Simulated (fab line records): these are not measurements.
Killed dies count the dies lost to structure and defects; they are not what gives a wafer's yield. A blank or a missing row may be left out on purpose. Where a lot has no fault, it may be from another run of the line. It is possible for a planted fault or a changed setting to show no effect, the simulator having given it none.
fab line records | flow nandHarc
record: lots: 11 | wafers: 33 | lastDay: 33
route steps=1302 shown P_GATE@156
lots untouched by any fault: they come from a run of this same line in which no faults occurred
startH: the number of hours between the record's first day and the start of the first shown wafer of the lot | waitH: hours from the lot's prior step to this one | " unchanged from the row above | L1.1+2: a row that stands for several wafers | - either no value or no given start | * or withheld: withheld | < > ~ a bound
route shown NAME@n: names a module that has steps shown in the file, with the first one's number in the route | usual: mean and standard deviation over wafers with no fault | same: alike in all rows | chamber/n: place in a boat | sites: the reading at each site | _std_site: the values' standard deviation | _edge_site: outer sites' mean less inner sites' | radiusMm: how far each site lies from the wafer's centre | mask NAME#n: copy n | behind: the last tool/chamber to shape the wafer | hold: the reason the lot was held/the length of the hold in hours/how it ended | device: whichever transistor did not switch (one of n, p or np) | end of line: the same wafers' tests at the end of the route | a step without rows: its recipe alone | killed: dies lost to structure and defects at the first sort, not the wafer's yield | map: the dies of a wafer, with x for killed, . for not killed, _ for no die there
set.NAME: the run value of the setting; set.NAME@STEP: its run value at that earlier step | model.NAME: the simulator's own value behind a step, which no gauge read
route steps across a sampled set of lots; one table per step, one row per wafer
services: the hour from which a tool's chamber was out of use, counted from the record's first day as startH (under 0 if before that day), plus the number of hours and why
== steps ==
step: NHARC_P_GATE_ETCHBACK_37
recipe: targetDepthA: 345 | timeS: 17.2 | chf3FlowSccm: 50 | o2FlowSccm: 10 | arFlowSccm: 200 | rfW: 500 | biasW: 200 | chemistry: CHF3/O2
usual: biasW: 200.1/0.58 | chf3FlowSccm: 50.01/0.14 | drypumpMotorCurrentA: 5.7/0.42 | oesProductAu: 0.95/0.033 | rfVppV: 370.0/2.6 | showerheadPlenumPTorr: 2.38/0.12 | throttleValvePct: 20.573/0.01
lot.wafer | tool       | chamber | startH | waitH | biasW | chf3FlowSccm | drypumpMotorCurrentA | oesProductAu | rfHoursCounterH | rfVppV | showerheadPlenumPTorr | throttleValvePct
L848.3    | rieDiel-05 | 0       | -      | -     | 200.9 | 49.65        | 5.1                  | 0.93         | 3               | 374.6  | 2.55                  | 20.578
L848.1    | "          | 2       | "      | "     | 199.5 | 49.94        | 5.8                  | 0.94         | 2               | 373.7  | 2.54                  | 20.578
L848.6    | "          | 3       | "      | "     | 200.7 | 49.92        | 6.0                  | 0.93         | -               | 368.3  | 2.24                  | 20.588
L850.3    | rieDiel-03 | 0       | -      | -     | 199.7 | 50.39        | 6.4                  | 0.93         | 0               | 367.9  | 2.27                  | 20.555
L850.2    | "          | 2       | "      | "     | 199.8 | 50.05        | 5.6                  | 0.93         | 0               | 367.2  | 2.27                  | 20.559
L850.4    | "          | 3       | "      | "     | 198.7 | 50.03        | 5.3                  | 0.92         | 0               | 368.1  | 2.34                  | 20.570
L849.3    | rieDiel-06 | 1       | -      | -     | 200.3 | 49.91        | 5.8                  | 0.93         | 13              | 374.7  | 2.57                  | 20.580
L849.6    | "          | 3       | "      | "     | 199.3 | 50.06        | 6.0                  | 0.93         | -               | 371.5  | 2.46                  | 20.568
L849.5    | "          | 0       | "      | "     | 200.0 | 49.78        | 5.5                  | 0.94         | -               | 368.3  | 2.26                  | 20.553
L851.3    | rieDiel-05 | 1       | -      | -     | 199.6 | 49.92        | 5.4                  | 0.93         | 2               | 370.6  | 2.43                  | 20.568
L851.4    | "          | 2       | "      | "     | 199.6 | 50.16        | 5.8                  | 0.92         | 3               | 374.0  | 2.54                  | 20.560
L851.5    | "          | 0       | "      | "     | 200.5 | 50.08        | 5.2                  | 0.93         | -               | 373.3  | 2.55                  | 20.565
L856.2    | rieDiel-05 | 0       | -      | -     | 199.5 | 50.27        | 5.1                  | 0.94         | 6               | 373.5  | 2.54                  | 20.584
L856.6    | "          | 1       | "      | "     | 200.0 | 50.00        | 5.4                  | 0.95         | -               | 371.5  | 2.43                  | 20.560
L856.5    | "          | 2       | "      | "     | 199.3 | 49.94        | 5.8                  | 0.95         | -               | 373.6  | 2.54                  | 20.571
L857.4    | rieDiel-06 | 3       | -      | -     | 199.4 | 50.21        | 6.0                  | 0.91         | 3               | 371.5  | 2.46                  | 20.580
L857.2    | "          | 1       | "      | "     | 199.8 | 50.02        | 5.8                  | 0.93         | 5               | 372.0  | 2.57                  | 20.579
L857.6    | "          | 2       | "      | "     | 200.9 | 50.00        | 5.1                  | 0.91         | -               | 367.9  | 2.26                  | 20.591
L858.3    | rieDiel-05 | 1       | -      | -     | 200.8 | 50.27        | 5.4                  | 0.92         | 6               | 370.5  | 2.43                  | 20.577
L858.4    | "          | 3       | "      | "     | 200.4 | 50.09        | 5.9                  | 0.91         | 7               | 368.5  | 2.24                  | 20.565
L858.5    | "          | 0       | "      | "     | 200.5 | 49.97        | 5.1                  | 0.93         | -               | 372.6  | 2.54                  | 20.572
L859.1    | rieDiel-06 | 2       | -      | -     | 200.2 | 50.24        | 5.1                  | 0.94         | 5               | 367.2  | 2.26                  | 20.576
L859.4    | "          | 0       | "      | "     | 199.4 | 49.95        | 5.5                  | 0.94         | 4               | 368.7  | 2.26                  | 20.558
L859.5    | "          | 2       | "      | "     | 200.2 | 49.93        | 5.1                  | 0.93         | -               | 366.5  | 2.26                  | 20.578
L867.3    | rieDiel-03 | 3       | -      | -     | 200.0 | 50.18        | 5.3                  | 1.01         | 0               | 369.0  | 2.34                  | 20.572
L867.2    | "          | 1       | "      | "     | 198.7 | 50.12        | 6.4                  | 1.00         | 0               | 368.0  | 2.32                  | 20.578
L867.1    | "          | 2       | "      | "     | 199.8 | 50.02        | 5.6                  | 1.01         | 0               | 367.3  | 2.27                  | 20.586
L868.2    | rieDiel-03 | 3       | -      | -     | 200.3 | 49.82        | 5.3                  | 0.93         | 1               | 369.2  | 2.34                  | 20.569
L868.3    | "          | 1       | "      | "     | 200.3 | 50.05        | 6.5                  | 0.94         | 1               | 369.6  | 2.31                  | 20.572
L868.5    | "          | 3       | "      | "     | 200.4 | 49.75        | 5.3                  | 0.93         | -               | 370.1  | 2.34                  | 20.574
L870.3    | rieDiel-05 | 2       | -      | -     | 200.7 | 50.14        | 5.8                  | 0.92         | 4               | 373.4  | 2.54                  | 20.576
L870.2    | "          | 1       | "      | "     | 200.9 | 50.16        | 5.4                  | 0.93         | 5               | 370.7  | 2.42                  | 20.594
L870.6    | "          | 2       | "      | "     | 201.0 | 49.81        | 5.8                  | 0.91         | -               | 375.5  | 2.54                  | 20.566
step: NHARC_P_GATE_STRIP_76
recipe: powerW: 1500 | tempC: 250 | chemistry: O2
usual: drypumpMotorCurrentA: 6.08/0.21 | heaterPowerW: 299/23
lot.wafer | tool           | chamber | startH | waitH | drypumpMotorCurrentA | heaterPowerW | rfHoursCounterH
L848.1    | plasmaAsher-02 | 1       | 112.71 | 0.2   | 5.75                 | 287          | 8
L848.3    | "              | 0       | "      | "     | 6.37                 | 288          | -
L848.6    | "              | 0       | "      | "     | 6.35                 | 296          | -
L850.2    | plasmaAsher-01 | 0       | 132.17 | 0.2   | 6.03                 | 331          | 24
L850.4    | "              | 0       | "      | "     | 6.04                 | 328          | -
L850.3    | "              | 1       | "      | "     | 6.13                 | 286          | -
L849.3    | plasmaAsher-02 | 0       | 132.60 | 0.2   | 6.33                 | 288          | -
L849.5    | "              | 0       | "      | "     | 6.34                 | 286          | -
L849.6    | "              | 1       | "      | "     | 5.74                 | 287          | -
L851.4    | plasmaAsher-01 | 1       | 144.93 | 0.2   | 6.20                 | 285          | -
L851.3    | "              | 0       | "      | "     | 6.04                 | 331          | -
L851.5    | "              | 0       | "      | "     | 6.00                 | 322          | -
L856.2    | plasmaAsher-01 | 1       | 193.74 | 0.2   | 6.17                 | 282          | 5
L856.5    | "              | 0       | "      | "     | 6.04                 | 334          | -
L856.6    | "              | 1       | "      | "     | 6.18                 | 281          | -
L857.2    | plasmaAsher-01 | 0       | 204.73 | 0.2   | 6.02                 | 331          | 7
L857.4    | "              | 1       | "      | "     | 6.18                 | 280          | -
L857.6    | "              | 1       | "      | "     | 6.19                 | 281          | -
L858.3    | plasmaAsher-02 | 0       | 220.32 | 0.2   | 6.31                 | 284          | -
L858.4    | "              | 1       | "      | "     | 5.76                 | 283          | -
L858.5    | "              | 1       | "      | "     | 5.76                 | 288          | -
L859.1    | plasmaAsher-01 | 1       | 221.03 | 0.2   | 6.14                 | 287          | 9
L859.4    | "              | 0       | "      | "     | 6.03                 | 346          | -
L859.5    | "              | 1       | "      | "     | 6.14                 | 289          | -
L867.1    | plasmaAsher-01 | 0       | 299.14 | 0.2   | 6.01                 | 330          | 28
L867.2    | "              | 1       | "      | "     | 6.15                 | 284          | 28
L867.3    | "              | 1       | "      | "     | 6.18                 | 290          | -
L868.2    | plasmaAsher-01 | 1       | 322.05 | 0.2   | 6.17                 | 282          | 30
L868.3    | "              | 1       | "      | "     | 6.13                 | 286          | -
L868.5    | "              | 1       | "      | "     | 6.16                 | 281          | -
L870.2    | plasmaAsher-02 | 1       | 335.61 | 0.2   | 5.74                 | 278          | 16
L870.3    | "              | 1       | "      | "     | 5.74                 | 282          | -
L870.6    | "              | 0       | "      | "     | 6.33                 | 293          | -
step: NHARC_P_GATE_EXPOSE_88
recipe: na: 0.6 | targetCdNm: 2000 | doseMj: 11.87 | maskId: P_HVN
usual: exposureDoseMJCm2: 11.871/0.012 | stageVelMmS: 500.01/0.26
lot.wafer | tool          | chamber | startH | waitH | mask       | exposureDoseMJCm2 | stageVelMmS
L848.1    | krfScanner-04 | 0       | 113.34 | -     | P_HVN#0    | 11.867            | 499.95
L848.3    | "             | 0       | "      | "     | P_HVN#0    | 11.881            | 500.06
L848.6    | "             | 0       | "      | "     | P_HVN#0    | 11.887            | 500.03
L850.2    | krfScanner-01 | 0       | 132.83 | -     | P_HVN#0    | 11.868            | 499.77
L850.3    | "             | 0       | "      | "     | P_HVN#0    | 11.855            | 499.60
L850.4    | "             | 0       | "      | "     | P_HVN#0    | 11.867            | 499.32
L849.3    | krfScanner-04 | 0       | 133.35 | -     | P_HVN#0    | 11.859            | 500.43
L849.5    | "             | 0       | "      | "     | P_HVN#0    | 11.843            | 500.17
L849.6    | "             | 0       | "      | "     | P_HVN#0    | 11.870            | 500.14
L851.3    | krfScanner-04 | 0       | 145.56 | -     | P_HVN#0    | 11.871            | 499.65
L851.4    | "             | 0       | "      | "     | P_HVN#0    | 11.880            | 499.98
L851.5    | "             | 0       | "      | "     | P_HVN#0    | 11.892            | 499.67
L856.2    | krfScanner-02 | 0       | 194.50 | -     | P_HVN#0    | 11.864            | 500.25
L856.5    | "             | 0       | "      | "     | P_HVN#0    | 11.888            | 500.31
L856.6    | "             | 0       | "      | "     | P_HVN#0    | 11.872            | 500.23
L857.2    | krfScanner-01 | 0       | 205.48 | -     | P_HVN#0    | 11.873            | 499.72
L857.4    | "             | 0       | "      | "     | P_HVN#0    | 11.864            | 499.81
L857.6    | "             | 0       | "      | "     | P_HVN#0    | 11.875            | 499.92
L858.3    | krfScanner-04 | 0       | 221.08 | -     | P_HVN_R1#0 | 11.887            | 500.33
L858.4    | "             | 0       | "      | "     | P_HVN_R1#0 | 11.878            | 500.03
L858.5    | "             | 0       | "      | "     | P_HVN_R1#0 | 11.884            | 500.04
L859.1    | krfScanner-04 | 0       | 221.67 | -     | P_HVN#0    | 11.887            | 500.04
L859.4    | "             | 0       | "      | "     | P_HVN#0    | 11.881            | 499.95
L859.5    | "             | 0       | "      | "     | P_HVN#0    | 11.877            | 500.24
L867.1    | krfScanner-01 | 0       | 299.90 | -     | P_HVN#0    | 11.874            | 500.14
L867.2    | "             | 0       | "      | "     | P_HVN#0    | 11.884            | 500.02
L867.3    | "             | 0       | "      | "     | P_HVN#0    | 11.881            | 500.14
L868.2    | krfScanner-04 | 0       | 322.82 | -     | P_HVN#0    | 11.871            | 499.30
L868.3    | "             | 0       | "      | "     | P_HVN#0    | 11.879            | 499.90
L868.5    | "             | 0       | "      | "     | P_HVN#0    | 11.867            | 499.64
L870.2    | krfScanner-04 | 0       | 336.38 | -     | P_HVN#0    | 11.891            | 500.12
L870.3    | "             | 0       | "      | "     | P_HVN#0    | 11.881            | 500.05
L870.6    | "             | 0       | "      | "     | P_HVN#0    | 11.873            | 500.06
step: NHARC_P_GATE_CD_MEAS_91
recipe: targetCdNm: 2000 | landingEnergyEv: 500
usual: cdNm: 2000.2/1.6
lot.wafer | tool     | chamber | startH | waitH | hold                    | cdNm
L848.1    | cdSem-03 | 0       | 113.50 | -     | -                       | 1999.3
L848.3    | "        | 0       | "      | "     | -                       | 1999.5
L848.6    | "        | 0       | "      | "     | -                       | 1999.4
L850.2    | cdSem-03 | 0       | 132.98 | -     | -                       | 2002.7
L850.3    | "        | 0       | "      | "     | -                       | 2001.9
L850.4    | "        | 0       | "      | "     | -                       | 2001.7
L849.3    | cdSem-02 | 0       | 133.50 | -     | -                       | 2001.1
L849.5    | "        | 0       | "      | "     | -                       | 2000.5
L849.6    | "        | 0       | "      | "     | -                       | 2000.9
L851.3    | cdSem-03 | 0       | 145.71 | -     | -                       | 2001.5
L851.4    | "        | 0       | "      | "     | -                       | 2001.9
L851.5    | "        | 0       | "      | "     | -                       | 1999.6
L856.2    | cdSem-03 | 0       | 194.65 | -     | -                       | 1998.0
L856.5    | "        | 0       | "      | "     | -                       | 1998.1
L856.6    | "        | 0       | "      | "     | -                       | 1998.0
L857.2    | cdSem-02 | 0       | 205.64 | -     | -                       | 2002.1
L857.4    | "        | 0       | "      | "     | -                       | 2000.1
L857.6    | "        | 0       | "      | "     | -                       | 2002.8
L858.3    | cdSem-02 | 0       | 221.23 | -     | awaitDispo/0.2h/release | 1986.9
L858.4    | "        | 0       | "      | "     | awaitDispo/0.2h/release | 1984.8
L858.5    | "        | 0       | "      | "     | awaitDispo/0.2h/release | 1986.0
L858.3    | cdSem-02 | 0       | -      | -     | -                       | 1987.1
L858.4    | "        | 0       | "      | "     | -                       | 1985.3
L858.5    | "        | 0       | "      | "     | -                       | 1986.4
L859.1    | cdSem-03 | 0       | 221.82 | -     | -                       | 2000.9
L859.4    | "        | 0       | "      | "     | -                       | 2001.2
L859.5    | "        | 0       | "      | "     | -                       | 2001.3
L867.1    | cdSem-01 | 0       | 300.06 | -     | -                       | 2002.5
L867.2    | "        | 0       | "      | "     | -                       | 1998.0
L867.3    | "        | 0       | "      | "     | -                       | 1999.2
L868.2    | cdSem-02 | 0       | 322.97 | -     | -                       | 1999.8
L868.3    | "        | 0       | "      | "     | -                       | 2001.5
L868.5    | "        | 0       | "      | "     | -                       | 2000.8
L870.2    | cdSem-02 | 0       | 336.54 | -     | -                       | 2000.1
L870.3    | "        | 0       | "      | "     | -                       | 1999.0
L870.6    | "        | 0       | "      | "     | -                       | 2003.2
step: NHARC_P_GATE_DEGAS_109
recipe: tempC: 300 | timeS: 60
usual: heaterPowerW: 475/35
lot.wafer | tool          | chamber | startH | waitH | heaterPowerW
L848.1    | pvdSputter-03 | -       | 115.72 | 0.1   | 538
L848.3    | "             | -       | "      | "     | 451
L848.6    | "             | -       | "      | "     | 484
L850.2    | pvdSputter-01 | -       | 135.13 | 0.1   | 438
L850.4    | "             | -       | "      | "     | 537
L850.3    | "             | -       | "      | "     | 522
L849.3    | pvdSputter-02 | -       | 135.62 | 0.1   | 460
L849.5    | "             | -       | "      | "     | 434
L849.6    | "             | -       | "      | "     | 440
L851.4    | pvdSputter-01 | -       | 147.82 | 0.1   | 549
L851.3    | "             | -       | "      | "     | 516
L851.5    | "             | -       | "      | "     | 531
L856.2    | pvdSputter-03 | -       | 196.76 | 0.1   | 443
L856.5    | "             | -       | "      | "     | 432
L856.6    | "             | -       | "      | "     | 481
L857.2    | pvdSputter-02 | -       | 207.90 | 0.1   | 451
L857.4    | "             | -       | "      | "     | 460
L857.6    | "             | -       | "      | "     | 450
L859.4    | pvdSputter-02 | -       | 223.96 | 0.1   | 452
L859.1    | "             | -       | "      | "     | 445
L859.5    | "             | -       | "      | "     | 459
L858.3    | pvdSputter-03 | -       | 225.75 | 0.1   | 447
L858.4    | "             | -       | "      | "     | 472
L858.5    | "             | -       | "      | "     | 441
L867.1    | pvdSputter-01 | -       | 302.16 | 0.1   | 530
L867.3    | "             | -       | "      | "     | 496
L867.2    | "             | -       | "      | "     | 425
L868.2    | pvdSputter-01 | -       | 325.11 | 0.1   | 481
L868.3    | "             | -       | "      | "     | 521
L868.5    | "             | -       | "      | "     | 433
L870.2    | pvdSputter-01 | -       | 338.66 | 0.1   | 481
L870.3    | "             | -       | "      | "     | 419
L870.6    | "             | -       | "      | "     | 472
== services ==
tool           | chamber | startH | hours | kind
plasmaAsher-01 | -       | 87.45  | 3.8   | repair
pvdSputter-02  | -       | 92.98  | 1.8   | repair
plasmaAsher-01 | -       | 93.39  | 1.1   | repair
rieDiel-03     | -       | 104.30 | 9.0   | pm
rieDiel-06     | -       | 106.03 | 1.4   | repair
rieDiel-06     | 0       | 111.05 | 8.2   | repair
pvdSputter-02  | -       | 111.35 | 10.0  | pm
rieDiel-06     | 2       | 137.75 | 3.1   | repair
krfScanner-01  | -       | 140.04 | 4.0   | pm
rieDiel-03     | 1       | 140.79 | 2.9   | repair
rieDiel-05     | 3       | 151.35 | 6.1   | repair
pvdSputter-02  | -       | 155.32 | 0.9   | repair
pvdSputter-03  | -       | 156.91 | 4.6   | repair
pvdSputter-02  | -       | 161.48 | 2.3   | repair
rieDiel-05     | -       | 162.54 | 1.3   | repair
rieDiel-05     | -       | 164.60 | 11.1  | repair
plasmaAsher-01 | -       | 165.17 | 9.0   | pm
krfScanner-04  | -       | 182.00 | 4.0   | pm
krfScanner-04  | -       | 198.34 | 0.3   | repair
plasmaAsher-01 | -       | 205.14 | 2.7   | repair
pvdSputter-01  | -       | 226.00 | 10.0  | pm
rieDiel-05     | -       | 229.60 | 9.0   | pm
plasmaAsher-02 | -       | 249.00 | 9.0   | pm
plasmaAsher-02 | -       | 310.06 | 0.4   | repair
== key ==
firstSign: step: NHARC_P_GATE_EXPOSE_88 | reading: mask | direction: changed
effect: step: NHARC_P_GATE_CD_MEAS_91 | reading: visit | direction: added
effect: step: NHARC_P_GATE_CD_MEAS_91 | reading: cdNm | direction: down | sigmas: 8.8 | usual: 2000.2 | struck: 1985.9
metAt NHARC_P_GATE_EXPOSE_88
struckLots L858
testerLeftOut L858
notActingAt NHARC_P_GATE_ETCHBACK_37,NHARC_P_GATE_STRIP_76,NHARC_P_GATE_DEGAS_109
onsetBetween 145.56 221.08
fault: kind: wrongMask | tool: any | chamber: - | onsetH: 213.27 | steps: NHARC_P_GATE_EXPOSE_88 | auxCopy: P_HVN_R1#0 | cdOffsetNm: -12.925 | scope: struckLotsOnly
testerLeftOut: of these lots the tester's yield and bins aren't shown, on N5 and GAA mostly nor the transistor test; their killed dies are dies lost to structure and defects alone, not to doping, threshold or leakage, so they don't give the yield
